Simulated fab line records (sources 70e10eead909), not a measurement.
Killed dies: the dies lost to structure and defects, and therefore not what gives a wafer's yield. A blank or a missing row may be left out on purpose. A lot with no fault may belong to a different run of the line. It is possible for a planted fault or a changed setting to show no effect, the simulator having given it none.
Matching of chambers :: flow nand_harc :: NHARC_A_M1_CMP_23 on cmp-04 has 4 sister chambers
The step polishes, t overpolish 20 s, target thk 154.34 nm. 4 wafers are shown with their chamber, then 8 later ones without.

## WAFERS PAIRED WITH THEIR CHAMBERS
wafer: L282.4
chamber: 3
time_to_endpoint_s (s): 26

wafer: L286.2
chamber: 0
time_to_endpoint_s (s): 26

wafer: L286.5
chamber: 1
time_to_endpoint_s (s): 29

wafer: L299.2
chamber: 2
time_to_endpoint_s (s): 32

## WAFERS WHOSE CHAMBER IS MISSING
wafer: L299.3
time_to_endpoint_s (s): 25

wafer: L299.5
time_to_endpoint_s (s): 29

wafer: L301.3
time_to_endpoint_s (s): 30

wafer: L301.5
time_to_endpoint_s (s): 28

wafer: L301.6
time_to_endpoint_s (s): 27

wafer: L303.2
time_to_endpoint_s (s): 32

wafer: L303.3
time_to_endpoint_s (s): 24

wafer: L303.4
time_to_endpoint_s (s): 24

## CHAMBER TAKEN BY EACH
wafer: L299.3
from the rows above: can't be placed: 0 or 3
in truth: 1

wafer: L299.5
from the rows above: 1
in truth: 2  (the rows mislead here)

wafer: L301.3
from the rows above: can't be placed: 1 or 2
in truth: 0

wafer: L301.5
from the rows above: can't be placed: 1 or 0 or 3
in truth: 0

wafer: L301.6
from the rows above: can't be placed: 0 or 3 or 1
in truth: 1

wafer: L303.2
from the rows above: 2
in truth: 2

wafer: L303.3
from the rows above: can't be placed: 0 or 3
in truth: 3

wafer: L303.4
from the rows above: can't be placed: 0 or 3
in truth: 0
1 of 8 placed correctly. Unplaceable from these rows: 6, with the true chamber sitting among the candidates in 4. Placed wrongly: 1.
How it was worked out, from the rows above alone: a wafer's distance from a chamber is the root of the sum, over the readings, of the square of ((its reading less the chamber's mean) divided by the reading's scatter). If the next closest chamber is less than 2 further off than the closest, the wafer can't be placed; otherwise it belongs to the closest. Each chamber's mean is taken over the wafers shown for it. The scatter (one wafer shown for each chamber): square how far every hidden wafer sits from the nearest shown wafer, average those squares and take the square root.
